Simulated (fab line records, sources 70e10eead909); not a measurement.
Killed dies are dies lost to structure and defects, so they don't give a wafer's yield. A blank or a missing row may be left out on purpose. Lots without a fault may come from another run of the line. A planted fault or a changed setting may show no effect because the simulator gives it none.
Chamber matching | flow nand_harc | NHARC_A_CHANNEL_FILL_D1_ETCHBACK_20 on rie_diel-10: 4 sister chambers
The step etches the open film in C4F8/O2/Ar, target depth 27 nm, time 13.5 s. 8 wafers are shown with their chamber, then 8 later ones without.

WAFERS WITH THEIR CHAMBER
wafer  | chamber | rf_vpp_V (V) | oes_product_au (a.u.)
L082.6 | 2       | 984          | 1.01
L084.2 | 1       | 972          | 0.99
L084.3 | 0       | 977          | 1.01
L084.5 | 1       | 972          | 1.00
L091.3 | 3       | 969          | 0.99
L091.4 | 0       | 977          | 0.99
L091.6 | 3       | 969          | 0.99
L092.1 | 2       | 983          | 0.93

WAFERS WITHOUT THEIR CHAMBER
wafer  | rf_vpp_V (V) | oes_product_au (a.u.)
L092.2 | 976          | 0.93
L092.3 | 971          | 0.92
L096.1 | 972          | 1.02
L096.2 | 976          | 1.00
L096.6 | 977          | 0.99
L097.2 | 976          | 1.01
L097.3 | 983          | 1.01
L097.6 | 976          | 1.00

WHICH CHAMBER EACH WENT THROUGH
wafer  | from the rows above | in truth
L092.2 | 0                   | 0
L092.3 | 1                   | 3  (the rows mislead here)
L096.1 | 1                   | 1
L096.2 | 0                   | 0
L096.6 | 0                   | 0
L097.2 | 0                   | 0
L097.3 | 2                   | 2
L097.6 | 0                   | 0
Placed correctly: 7 of 8. Can't be placed from these rows: 0. Placed wrongly: 1.
How it was worked out, from the rows above alone: a wafer's distance from a chamber is the root of the sum, over the readings, of the square of ((its reading less the chamber's mean) divided by the reading's scatter). The wafer belongs to the nearest chamber; if the next one is less than 2 further off, it can't be placed. A chamber's mean is the mean of its shown wafers. The scatter: the root of (the sum of the squares of (reading less its chamber's mean) over the shown wafers, divided by (wafers less chambers)).
